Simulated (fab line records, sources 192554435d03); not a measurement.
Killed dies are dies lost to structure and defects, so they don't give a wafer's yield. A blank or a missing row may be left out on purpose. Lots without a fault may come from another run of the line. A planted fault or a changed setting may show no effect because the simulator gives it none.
Which tool did it? | flow n5_finfet | 24 lots, 72 wafers sampled, at 6 steps of a route of 1938

WHAT THE GAUGES READ, wafer by wafer
N5_BEOL_M15_INSPECT_30: inspects for defects (macro).
lot  | measured     | on                | raw_defect_count
L074 | day 11 11:14 | defect_inspect-02 | 2 1 1
L075 | day 11 14:31 | defect_inspect-01 | 4 4 2
L077 | day 12 04:18 | defect_inspect-01 | 4 3 0
L076 | day 12 07:41 | defect_inspect-02 | 3 3 2
L078 | day 12 12:30 | defect_inspect-01 | 5 1 4
L081 | day 13 01:27 | defect_inspect-01 | 3 2 4
L080 | day 13 05:26 | defect_inspect-02 | 1 1 5
L079 | day 13 11:55 | defect_inspect-02 | 2 2 2
L082 | day 13 13:18 | defect_inspect-02 | 0 0 4
L083 | day 13 13:58 | defect_inspect-02 | 1 3 1
L084 | day 13 19:32 | defect_inspect-01 | 1 3 1
L086 | day 14 10:52 | defect_inspect-02 | 2 1 1
L085 | day 14 18:47 | defect_inspect-01 | 1 2 4
L089 | day 14 19:16 | defect_inspect-02 | 1 1 3
L087 | day 14 21:08 | defect_inspect-01 | 1 1 2
L088 | day 14 22:52 | defect_inspect-01 | 2 1 2
L090 | day 15 16:56 | defect_inspect-01 | 2 3 3
L091 | day 15 17:20 | defect_inspect-01 | 1 4 0
L093 | day 15 18:29 | defect_inspect-01 | 4 2 1
L092 | day 16 01:10 | defect_inspect-01 | 1 2 0
L094 | day 16 01:44 | defect_inspect-01 | 1 0 3
L095 | day 17 07:32 | defect_inspect-01 | 2 0 3
L097 | day 17 11:55 | defect_inspect-02 | 1 1 3
L096 | day 17 12:35 | defect_inspect-02 | 3 1 0

N5_MIM_TOP_LITHO_CD_MEAS_08: target cd 2000 nm.
lot  | measured     | on        | cd_nm (nm)
L074 | day 11 21:59 | cd_sem-01 | 2000.5 2001.0 2001.9
L075 | day 11 22:19 | cd_sem-01 | 1999.1 2000.0 1999.1
L077 | day 12 13:02 | cd_sem-01 | 2000.1 2002.1 2000.0
L076 | day 12 15:44 | cd_sem-03 | 1999.3 1999.0 1999.7
L078 | day 12 20:07 | cd_sem-02 | 2001.1 2001.2 2001.6
L081 | day 13 09:13 | cd_sem-01 | 2001.0 2000.9 2000.9
L080 | day 13 12:16 | cd_sem-01 | 1998.8 1999.3 2001.3
L079 | day 13 19:05 | cd_sem-01 | 2000.2 2002.4 2001.4
L082 | day 13 21:24 | cd_sem-03 | 1998.6 2000.3 2000.1
L083 | day 13 22:28 | cd_sem-03 | 2001.2 2000.5 1998.9
L084 | day 14 03:05 | cd_sem-02 | 1999.4 1997.8 1998.0
L086 | day 14 18:53 | cd_sem-03 | 1996.1 1997.9 1997.5
L085 | day 15 03:07 | cd_sem-02 | 2004.0 2000.1 2000.2
L089 | day 15 02:46 | cd_sem-02 | 2002.5 2001.3 2002.4
L087 | day 15 03:31 | cd_sem-02 | 1998.7 1998.7 1998.3
L088 | day 15 08:04 | cd_sem-03 | 1999.1 1999.0 1999.5
L090 | day 16 02:37 | cd_sem-01 | 2000.7 2002.7 2000.4
L091 | day 16 02:16 | cd_sem-01 | 2001.5 1999.8 2002.8
L093 | day 16 03:19 | cd_sem-03 | 1999.9 1998.3 2000.1
L092 | day 16 10:08 | cd_sem-03 | 1999.9 1999.3 2000.0
L094 | day 16 10:18 | cd_sem-02 | 1998.6 2000.3 1999.2
L095 | day 17 14:55 | cd_sem-01 | 2000.5 2002.7 2000.8
L097 | day 18 07:29 | cd_sem-01 | 2001.6 2001.8 2000.7
L096 | day 18 09:01 | cd_sem-03 | 2002.3 2001.3 2002.2

N5_MIM_TOP_LITHO_INSPECT_12: inspects for defects (macro).
lot  | measured     | on                | raw_defect_count
L074 | day 11 22:02 | defect_inspect-02 | 1 3 4
L075 | day 11 22:22 | defect_inspect-01 | 1 0 2
L077 | day 12 13:05 | defect_inspect-01 | 2 1 0
L076 | day 12 15:47 | defect_inspect-01 | 0 1 1
L078 | day 12 20:10 | defect_inspect-01 | 1 1 0
L081 | day 13 09:16 | defect_inspect-02 | 2 2 4
L080 | day 13 12:19 | defect_inspect-02 | 0 2 0
L079 | day 13 19:08 | defect_inspect-01 | 1 1 1
L082 | day 13 21:27 | defect_inspect-02 | 4 1 4
L083 | day 13 22:32 | defect_inspect-02 | 2 1 2
L084 | day 14 03:09 | defect_inspect-01 | 3 2 2
L086 | day 14 18:57 | defect_inspect-01 | 0 5 2
L085 | day 15 03:11 | defect_inspect-02 | 0 1 2
L089 | day 15 02:49 | defect_inspect-01 | 4 5 1
L087 | day 15 03:35 | defect_inspect-01 | 0 1 5
L088 | day 15 08:07 | defect_inspect-01 | 3 1 2
L090 | day 16 02:41 | defect_inspect-01 | 1 2 0
L091 | day 16 02:25 | defect_inspect-01 | 2 1 2
L093 | day 16 03:22 | defect_inspect-01 | 1 5 2
L092 | day 16 10:12 | defect_inspect-02 | 1 1 1
L094 | day 16 10:22 | defect_inspect-02 | 4 4 3
L095 | day 17 14:58 | defect_inspect-01 | 3 1 1
L097 | day 18 07:32 | defect_inspect-01 | 1 0 2
L096 | day 18 09:05 | defect_inspect-01 | 5 1 3

WHICH TOOL RAN EACH LOT (tool, then ch and the chambers of the sampled wafers, then the start)
lot  | N5_BEOL_M15_DESCUM_15              | N5_BEOL_M15_STRIP_62                          | N5_PASSIVATION_PECVD_00
L074 | rie_diel-01 ch 0,1,2, day 11 09:41 | rie_diel-06 ch 0,1, day 11 17:48 or earlier   | pecvd-04 ch 0,1, day 11 17:48
L075 | rie_diel-02 ch 0,1,3, day 11 13:02 | rie_diel-02 ch 1,2,3, day 11 18:25 or earlier | pecvd-03 ch 0,2, day 11 18:25
L077 | rie_diel-06 ch 1,2, day 12 02:52   | rie_diel-01 ch 0,3, day 12 08:58 or earlier   | pecvd-03 ch 0,2, day 12 08:58
L076 | rie_diel-01 ch 0,1, day 12 06:07   | rie_diel-01 ch 0,1,2, day 12 12:53 or earlier | pecvd-03 ch 0,1,2, day 12 12:53
L078 | rie_diel-06 ch 0,1,3, day 12 11:04 | rie_diel-06 ch 0,2,3, day 12 15:58 or earlier | pecvd-03 ch 0,2, day 12 15:58
L081 | rie_diel-02 ch 0,1, day 12 23:42   | rie_diel-01 ch 1,2,3, day 13 06:26 or earlier | pecvd-02 ch 1,2, day 13 06:26
L080 | rie_diel-02 ch 0,1,3, day 13 03:52 | rie_diel-01 ch 0,2,3, day 13 10:05 or earlier | pecvd-03 ch 0,2, day 13 10:05
L079 | rie_diel-06 ch 0,1, day 13 10:30   | rie_diel-06 ch 0,2, day 13 16:54 or earlier   | pecvd-02 ch 0,2, day 13 16:54
L082 | rie_diel-02 ch 0,2, day 13 11:52   | rie_diel-01 ch 0,1,3, day 13 17:56 or earlier | pecvd-04 ch 1,2, day 13 17:56
L083 | rie_diel-02 ch 0,1,2, day 13 12:25 | rie_diel-01 ch 1,3, day 13 19:36 or earlier   | pecvd-04 ch 0,1, day 13 19:36
L084 | rie_diel-02 ch 2,3, day 13 18:05   | rie_diel-06 ch 0,1,2, day 14 00:13 or earlier | pecvd-04 ch 0,1, day 14 00:13
L086 | rie_diel-06 ch 0,1,3, day 14 09:11 | rie_diel-01 ch 1,2, day 14 17:13 or earlier   | pecvd-02 ch 0,2, day 14 17:13
L085 | rie_diel-01 ch 1,2,3, day 14 17:03 | rie_diel-06 ch 0,1,2, day 15 01:11 or earlier | pecvd-02 ch 0,1, day 15 01:11
L089 | rie_diel-02 ch 0,2,3, day 14 17:33 | rie_diel-01 ch 0,1,3, day 15 00:16 or earlier | pecvd-03 ch 0,1,2, day 15 00:16
L087 | rie_diel-02 ch 0,1,2, day 14 19:43 | rie_diel-01 ch 0,2, day 15 01:28 or earlier   | pecvd-03 ch 1,2, day 15 01:28
L088 | rie_diel-01 ch 1,2,3, day 14 21:05 | rie_diel-06 ch 0,1,3, day 15 04:20 or earlier | pecvd-04 ch 1,2, day 15 04:20
L090 | rie_diel-02 ch 0,1,3, day 15 15:31 | rie_diel-06 ch 0,2,3, day 15 23:07 or earlier | pecvd-03 ch 0,2, day 15 23:07
L091 | rie_diel-06 ch 0,1,2, day 15 15:47 | rie_diel-02 ch 0,1,2, day 15 23:06 or earlier | pecvd-02 ch 0,2, day 15 23:06
L093 | rie_diel-02 ch 0,1,2, day 15 16:52 | rie_diel-02 ch 1,3, day 16 00:02 or earlier   | pecvd-03 ch 0,1, day 16 00:02
L092 | rie_diel-01 ch 0,2,3, day 15 23:37 | rie_diel-01 ch 0,2,3, day 16 04:58 or earlier | pecvd-02 ch 0,1,2, day 16 04:58
L094 | rie_diel-02 ch 1,2,3, day 16 00:11 | rie_diel-01 ch 0,2,3, day 16 05:31 or earlier | pecvd-04 ch 0,2, day 16 05:31
L095 | rie_diel-06 ch 0,2, day 17 05:59   | rie_diel-02 ch 1,3, day 17 12:33 or earlier   | pecvd-02 ch 1,2, day 17 12:33
L097 | rie_diel-06 ch 0,3, day 17 10:13   | rie_diel-01 ch 1,2, day 18 04:14 or earlier   | pecvd-04 ch 0,2, day 18 04:14
L096 | rie_diel-01 ch 1,2,3, day 17 11:02 | rie_diel-01 ch 0,1, day 18 04:45 or earlier   | pecvd-03 ch 0,1, day 18 04:45
- N5_BEOL_M15_DESCUM_15: chemistry O2, time 7.9 s.
- N5_BEOL_M15_STRIP_62: strips in O2.
- N5_PASSIVATION_PECVD_00: deposits SiO2 from SiH4/N2O, target thk 200 nm, time 11.2 s.

WHAT THE TOOLS THEMSELVES READ (means of the sampled wafers that have a number; where no wafer has one, the mark that the record gives instead)
N5_BEOL_M15_DESCUM_15.
lot  | tool        | drypump_motor_current_A (A) | oes_product_au (a.u.) | rf_vpp_V (V) | showerhead_plenum_p_Torr (Torr) | throttle_valve_pct (%)
L074 | rie_diel-01 | 5.5                         | 0.72                  | 242.8        | 2.06                            | 20.42
L075 | rie_diel-02 | 5.8                         | 0.78                  | 243.4        | 2.10                            | 20.28
L077 | rie_diel-06 | 5.0                         | 0.74                  | 241.3        | 2.00                            | 20.45
L076 | rie_diel-01 | 4.9                         | 0.71                  | 242.6        | 2.07                            | 20.54
L078 | rie_diel-06 | 5.3                         | 0.81                  | 243.2        | 2.10                            | 20.43
L081 | rie_diel-02 | 6.0                         | 0.78                  | 243.2        | 2.07                            | 20.24
L080 | rie_diel-02 | 5.8                         | 0.77                  | 243.2        | 2.10                            | 20.30
L079 | rie_diel-06 | 5.2                         | 0.72                  | 241.6        | 2.02                            | 20.58
L082 | rie_diel-02 | 5.1                         | 0.76                  | 243.1        | 2.06                            | 20.28
L083 | rie_diel-02 | 5.5                         | 0.77                  | 241.8        | 2.06                            | 20.27
L084 | rie_diel-02 | 5.4                         | 0.73                  | 242.3        | 2.02                            | 20.37
L086 | rie_diel-06 | 5.3                         | 0.78                  | 243.3        | 2.10                            | 20.45
L085 | rie_diel-01 | 5.6                         | 0.76                  | 243.9        | 2.09                            | 20.39
L089 | rie_diel-02 | 5.4                         | 0.75                  | 244.0        | 2.09                            | 20.32
L087 | rie_diel-02 | 5.5                         | 0.76                  | 243.5        | 2.06                            | 20.29
L088 | rie_diel-01 | 5.6                         | 0.77                  | 242.6        | 2.09                            | 20.39
L090 | rie_diel-02 | 5.8                         | 0.75                  | 242.3        | 2.09                            | 20.32
L091 | rie_diel-06 | 5.1                         | 0.70                  | 241.9        | 2.01                            | 20.56
L093 | rie_diel-02 | 5.5                         | 0.75                  | 243.1        | 2.05                            | 20.29
L092 | rie_diel-01 | 5.8                         | 0.78                  | 242.2        | 2.01                            | 20.26
L094 | rie_diel-02 | 5.8                         | 0.73                  | 241.8        | 2.01                            | 20.38
L095 | rie_diel-06 | 5.3                         | 0.70                  | 242.3        | 2.03                            | 20.66
L097 | rie_diel-06 | 5.5                         | 0.83                  | 245.1        | 2.17                            | 20.31
L096 | rie_diel-01 | 5.6                         | 0.85                  | 243.0        | 2.08                            | 20.28

N5_BEOL_M15_STRIP_62.
lot  | tool        | drypump_motor_current_A (A) | oes_product_au (a.u.) | rf_vpp_V (V) | showerhead_plenum_p_Torr (Torr) | throttle_valve_pct (%)
L074 | rie_diel-06 | 5.1                         | 0.74                  | 3.9          | 2.03                            | 16.82
L075 | rie_diel-02 | 5.7                         | 0.75                  | 3.7          | 2.03                            | 16.60
L077 | rie_diel-01 | 5.5                         | 0.84                  | 4.0          | 1.97                            | 16.42
L076 | rie_diel-01 | 5.5                         | 0.71                  | 3.4          | 2.06                            | 16.69
L078 | rie_diel-06 | 5.4                         | 0.80                  | 3.5          | 2.10                            | 16.63
L081 | rie_diel-01 | 5.6                         | 0.78                  | 3.4          | 2.09                            | 16.63
L080 | rie_diel-01 | 5.8                         | 0.80                  | 3.8          | 2.02                            | 16.47
L079 | rie_diel-06 | 5.2                         | 0.71                  | 3.9          | 2.02                            | 16.78
L082 | rie_diel-01 | 5.3                         | 0.80                  | 3.7          | 2.04                            | 16.59
L083 | rie_diel-01 | 5.4                         | 0.87                  | 3.8          | 2.08                            | 16.52
L084 | rie_diel-06 | 5.1                         | 0.71                  | 3.9          | 2.02                            | 16.82
L086 | rie_diel-01 | 5.2                         | 0.68                  | 3.9          | 2.13                            | 16.88
L085 | rie_diel-06 | 5.1                         | 0.71                  | 4.1          | 2.02                            | 16.84
L089 | rie_diel-01 | 5.3                         | 0.77                  | 3.1          | 2.04                            | 16.61
L087 | rie_diel-01 | 6.0                         | 0.71                  | 4.2          | 2.03                            | 16.63
L088 | rie_diel-06 | 5.4                         | 0.78                  | 3.4          | 2.10                            | 16.70
L090 | rie_diel-06 | 5.4                         | 0.77                  | 4.5          | 2.09                            | 16.66
L091 | rie_diel-02 | 5.5                         | 0.75                  | 3.5          | 2.06                            | 16.56
L093 | rie_diel-02 | 6.0                         | 0.73                  | 3.6          | 2.06                            | 16.68
L092 | rie_diel-01 | 5.8                         | 0.77                  | 3.8          | 2.02                            | 16.51
L094 | rie_diel-01 | 5.8                         | 0.77                  | 3.5          | 2.02                            | 16.52
L095 | rie_diel-02 | 6.0                         | 0.72                  | 3.7          | 2.05                            | 16.70
L097 | rie_diel-01 | 5.2                         | 0.88                  | 3.3          | 2.12                            | 16.59
L096 | rie_diel-01 | 5.2                         | 0.80                  | 3.8          | 1.99                            | 16.56

N5_PASSIVATION_PECVD_00.
lot  | tool     | heater_power_w (W) | showerhead_plenum_p_Torr (Torr) | throttle_valve_pct (%)
L074 | pecvd-04 | 652                | 8.22                            | 52
L075 | pecvd-03 | 710                | 8.16                            | 49
L077 | pecvd-03 | 635                | 8.26                            | 53
L076 | pecvd-03 | 741                | 8.24                            | 49
L078 | pecvd-03 | 643                | 8.15                            | 49
L081 | pecvd-02 | 570                | 8.01                            | 49
L080 | pecvd-03 | 655                | 8.26                            | 53
L079 | pecvd-02 | 660                | 8.19                            | 54
L082 | pecvd-04 | 704                | 8.08                            | 50
L083 | pecvd-04 | 679                | 8.20                            | 53
L084 | pecvd-04 | 639                | 8.19                            | 53
L086 | pecvd-02 | 621                | 8.10                            | 52
L085 | pecvd-02 | 644                | 8.22                            | 54
L089 | pecvd-03 | 796                | 8.24                            | 49
L087 | pecvd-03 | 834                | 8.20                            | 46
L088 | pecvd-04 | 669                | 8.11                            | 52
L090 | pecvd-03 | 595                | 8.26                            | 54
L091 | pecvd-02 | 640                | 8.18                            | 54
L093 | pecvd-03 | 743                | 8.35                            | 53
L092 | pecvd-02 | 565                | 8.11                            | 52
L094 | pecvd-04 | 644                | 8.18                            | 50
L095 | pecvd-02 | 597                | 8.03                            | 50
L097 | pecvd-04 | 641                | 8.10                            | 49
L096 | pecvd-03 | 786                | 8.31                            | 50

THE ANSWER, worked out from the rows above alone
Rule: what is usual is taken from the lots themselves. Put in order of their means at a reading, lots are off if they are a third of the lots or fewer, leave a main group of 4 or more, and stand apart from it by a gap of 3 or more times the standard deviation of the main group's means; of several such gaps the widest counts. A main group whose means are all the same, to the digits that the tables above print for the reading, isn't used. A lot without any number at a reading at which 4 lots or more have one is off too. The other lots that the step has rows for count as sound. The gauges are gone through in route order, then the tools' own readings, and for those a lot's mean is taken as printed above. The first step at which some lot is off is used, and at that step the reading that is off furthest; a lot without a number counts as furthest.
No lot is off at any reading shown: from this, nothing can be told.

WHAT THE SIMULATOR HAD PUT IN
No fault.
